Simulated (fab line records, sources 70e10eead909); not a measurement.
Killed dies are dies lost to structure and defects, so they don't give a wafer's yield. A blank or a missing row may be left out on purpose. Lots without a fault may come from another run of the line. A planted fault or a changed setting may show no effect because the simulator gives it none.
Which tool did it? | flow nand_harc | 12 lots, 36 wafers sampled, at 6 steps of a route of 1159

WHAT THE GAUGES READ, wafer by wafer
NHARC_P_GATE_CD_MEAS_26: target cd 120 nm. Usual: cd_nm 120.1 nm, standard deviation 0.61.
lot  | measured     | on        | cd_nm (nm)        | flag
L449 | day 4 22:44  | cd_sem-02 | 119.2 119.8 119.8 |
L451 | day 5 07:14  | cd_sem-02 | 120.1 120.8 120.2 |
L455 | day 6 05:29  | cd_sem-02 | 120.1 120.4 120.0 |
L458 | day 7 02:19  | cd_sem-03 | 112.7 112.5 111.7 | OFF
L459 | day 7 01:47  | cd_sem-01 | 120.0 119.9 119.5 |
L460 | day 8 00:01  | cd_sem-01 | 120.5 119.7 119.9 |
L461 | day 8 00:32  | cd_sem-03 | 121.0 121.0 120.6 |
L468 | day 9 13:52  | cd_sem-03 | 119.8 119.9 120.5 |
L469 | day 9 14:29  | cd_sem-02 | 119.1 119.9 120.1 |
L470 | day 10 04:39 | cd_sem-02 | 120.5 120.9 120.3 |
L471 | day 10 04:23 | cd_sem-01 | 120.4 120.5 120.0 |
L472 | day 10 11:40 | cd_sem-02 | 120.6 120.4 120.1 |

NHARC_END_SORT_01. Usual: killed_at_array 29, standard deviation 10; killed_at_other 0.7, standard deviation 1.1; killed_at_periphery 3.2, standard deviation 2.2; killed_dies 33, standard deviation 11; killed_open 3.5, standard deviation 1.8; killed_short 2.0, standard deviation 1.4.
lot  | measured     | on        | killed_at_array | killed_at_other | killed_at_periphery | killed_dies | killed_open | killed_short | flag
L458 | day 22 13:44 | prober-01 | 22              | 1               | 6                   | 29          | 4           | 3            |

WHICH TOOL RAN EACH LOT (tool, then ch and the chambers of the sampled wafers, then the start)
lot  | NHARC_P_ZERO_WELL_RTA_42        | NHARC_P_GATE_EXPOSE_23             | NHARC_P_GATE_HM_OPEN_105                      | NHARC_P_GATE_ALD_36
L449 | rtp_anneal-01 ch 0, day 1 19:06 | arfi_scanner-03 ch 0, day 4 22:35  | rie_diel-13 ch 0,1,2, day 5 02:10 or earlier  | ald_sin-02 ch 0,2,3, day 5 02:10
L451 | rtp_anneal-01 ch 0, day 2 07:07 | arfi_scanner-02 ch 0, day 5 07:05  | rie_diel-01 ch 1,2, day 5 10:05 or earlier    | ald_sin-02 ch 2,3, day 5 10:05
L455 | rtp_anneal-01 ch 0, day 3 09:43 | arfi_scanner-02 ch 0, day 6 05:21  | rie_diel-07 ch 0,1, day 6 06:57 or earlier    | ald_sin-04 ch 0,3, day 6 06:57
L458 | rtp_anneal-02 ch 0, day 4 00:47 | arfi_scanner-02 ch 0, day 7 02:10  | rie_diel-07 ch 1,2, day 7 03:52 or earlier    | ald_sin-02 ch 0,1, day 7 03:52
L459 | rtp_anneal-02 ch 0, day 4 07:05 | arfi_scanner-02 ch 0, day 7 01:39  | rie_diel-07 ch 1,2,3, day 7 03:28 or earlier  | ald_sin-04 ch 0,1, day 7 03:28
L460 | rtp_anneal-02 ch 0, day 4 12:56 | arfi_scanner-03 ch 0, day 7 23:52  | rie_diel-07 ch 0,1,2, day 8 02:30 or earlier  | ald_sin-03 ch 1,2, day 8 02:30
L461 | rtp_anneal-01 ch 0, day 4 19:11 | arfi_scanner-03 ch 0, day 8 00:24  | rie_diel-07 ch 0,1, day 8 04:12 or earlier    | ald_sin-02 ch 0,2,3, day 8 04:12
L468 | rtp_anneal-02 ch 0, day 6 12:50 | arfi_scanner-03 ch 0, day 9 13:44  | rie_diel-13 ch 0,2,3, day 9 15:29 or earlier  | ald_sin-02 ch 0,2,3, day 9 15:29
L469 | rtp_anneal-02 ch 0, day 6 19:11 | arfi_scanner-02 ch 0, day 9 14:21  | rie_diel-13 ch 1,2, day 9 16:59 or earlier    | ald_sin-03 ch 1,2, day 9 16:59
L470 | rtp_anneal-01 ch 0, day 7 01:14 | arfi_scanner-03 ch 0, day 10 04:31 | rie_diel-01 ch 1,2,3, day 10 06:07 or earlier | ald_sin-02 ch 0,1,2, day 10 06:07
L471 | rtp_anneal-01 ch 0, day 7 07:25 | arfi_scanner-03 ch 0, day 10 04:14 | rie_diel-13 ch 0,1,3, day 10 05:49 or earlier | ald_sin-04 ch 2,3, day 10 05:49
L472 | rtp_anneal-02 ch 0, day 7 13:16 | arfi_scanner-02 ch 0, day 10 11:32 | rie_diel-13 ch 0,2,3, day 10 14:11 or earlier | ald_sin-03 ch 0,2,3, day 10 14:11
- NHARC_P_ZERO_WELL_RTA_42: time 300 s.
- NHARC_P_GATE_EXPOSE_23: exposes mask P GATE, target cd 120 nm.
- NHARC_P_GATE_HM_OPEN_105: chemistry O2/COS, target depth 360 nm.
- NHARC_P_GATE_ALD_36: deposits SiNx, target thk 20 nm, pulse time 60 s, ald cycles 223.

WHAT THE TOOLS THEMSELVES READ (means of the sampled wafers that have a number; where no wafer has one, the mark that the record gives instead)
NHARC_P_ZERO_WELL_RTA_42. Usual: lamp_power_pct 37 %, standard deviation 3; lamp_zone_2_pct 37 %, standard deviation 3; wafer_temp_C_max 1104.9, standard deviation 0.97.
lot  | tool          | lamp_power_pct (%) | lamp_zone_2_pct (%) | wafer_temp_C_max | flag
L449 | rtp_anneal-01 | 41                 | 41                  | 1104.5           |
L451 | rtp_anneal-01 | 41                 | 41                  | 1104.4           |
L455 | rtp_anneal-01 | 41                 | 41                  | 1103.8           |
L458 | rtp_anneal-02 | 34                 | 35                  | 1105.7           |
L459 | rtp_anneal-02 | 34                 | 34                  | 1104.8           |
L460 | rtp_anneal-02 | 34                 | 34                  | 1105.6           |
L461 | rtp_anneal-01 | 41                 | 41                  | 1104.4           |
L468 | rtp_anneal-02 | 35                 | 35                  | 1104.6           |
L469 | rtp_anneal-02 | 34                 | 34                  | 1104.7           |
L470 | rtp_anneal-01 | 41                 | 41                  | 1104.0           |
L471 | rtp_anneal-01 | 41                 | 41                  | 1104.8           |
L472 | rtp_anneal-02 | 35                 | 35                  | 1106.1           |

NHARC_P_GATE_HM_OPEN_105. Usual: bias_w 300.1 W, standard deviation 0.9; drypump_motor_current_A 5.7 A, standard deviation 0.39; oes_product_au 0.995 a.u., standard deviation 0.0097; rf_vpp_V 467.0 V, standard deviation 2.7; showerhead_plenum_p_Torr 3.12 Torr, standard deviation 0.12; throttle_valve_pct 28.330 %, standard deviation 0.0089.
lot  | tool        | bias_w (W) | drypump_motor_current_A (A) | oes_product_au (a.u.) | rf_vpp_V (V) | showerhead_plenum_p_Torr (Torr) | throttle_valve_pct (%) | flag
L449 | rie_diel-13 | 300.3      | 5.6                         | 1.005                 | 464.6        | 3.01                            | 28.330                 |
L451 | rie_diel-01 | 300.0      | 5.4                         | 1.010                 | 466.1        | 3.07                            | 28.341                 |
L455 | rie_diel-07 | 300.2      | 5.8                         | 1.009                 | 470.3        | 3.28                            | 28.327                 |
L458 | rie_diel-07 | 299.1      | 5.9                         | 0.994                 | 468.0        | 3.15                            | 28.326                 |
L459 | rie_diel-07 | 299.5      | 5.6                         | 0.989                 | 468.2        | 3.13                            | 28.332                 |
L460 | rie_diel-07 | 300.3      | 5.8                         | 0.989                 | 468.9        | 3.21                            | 28.328                 |
L461 | rie_diel-07 | 299.5      | 5.7                         | 0.988                 | 468.1        | 3.20                            | 28.334                 |
L468 | rie_diel-13 | 299.8      | 5.7                         | 1.001                 | 466.6        | 3.07                            | 28.320                 |
L469 | rie_diel-13 | 300.3      | 5.8                         | 0.997                 | 464.4        | 3.01                            | 28.330                 |
L470 | rie_diel-01 | 299.9      | 5.5                         | 1.002                 | 466.4        | 3.10                            | 28.332                 |
L471 | rie_diel-13 | 299.4      | 5.6                         | 0.991                 | 466.0        | 3.06                            | 28.330                 |
L472 | rie_diel-13 | 299.7      | 5.7                         | 0.997                 | 464.8        | 3.06                            | 28.330                 |

NHARC_P_GATE_ALD_36. Usual: heater_power_w 861 W, standard deviation 100; precursor_pulse_height_rel 0.997, standard deviation 0.02.
lot  | tool       | heater_power_w (W) | precursor_pulse_height_rel | flag
L449 | ald_sin-02 | 830                | 0.990                      |
L451 | ald_sin-02 | 839                | 1.011                      |
L455 | ald_sin-04 | 781                | 0.993                      |
L458 | ald_sin-02 | 822                | 0.999                      |
L459 | ald_sin-04 | 805                | 0.991                      |
L460 | ald_sin-03 | 804                | 0.992                      |
L461 | ald_sin-02 | 835                | 1.003                      |
L468 | ald_sin-02 | 842                | 1.000                      |
L469 | ald_sin-03 | 861                | 0.997                      |
L470 | ald_sin-02 | 858                | 1.013                      |
L471 | ald_sin-04 | 830                | 0.977                      |
L472 | ald_sin-03 | 973                | 1.006                      |

THE ANSWER, worked out from the rows above alone
Rule: a lot is off if the mean of its wafers that have a number lies more than 3 standard deviations from the usual mean. A lot without any number at a reading at which 4 lots or more have one is off too. The other lots that the step has rows for count as sound. The gauges are gone through in route order, then the tools' own readings, and for those a lot's mean is taken as printed above. The first step at which some lot is off is used, and at that step the reading that is off furthest; a lot without a number counts as furthest.
Off: L458, at NHARC_P_GATE_CD_MEAS_26 (cd_nm).
A tool fits if, at a process step before that reading, it ran every lot that is off, and no sound lot after the first of them. The gauges at NHARC_P_GATE_CD_MEAS_26 are tried like those tools. None of those tried fits.

WHAT THE SIMULATOR HAD PUT IN
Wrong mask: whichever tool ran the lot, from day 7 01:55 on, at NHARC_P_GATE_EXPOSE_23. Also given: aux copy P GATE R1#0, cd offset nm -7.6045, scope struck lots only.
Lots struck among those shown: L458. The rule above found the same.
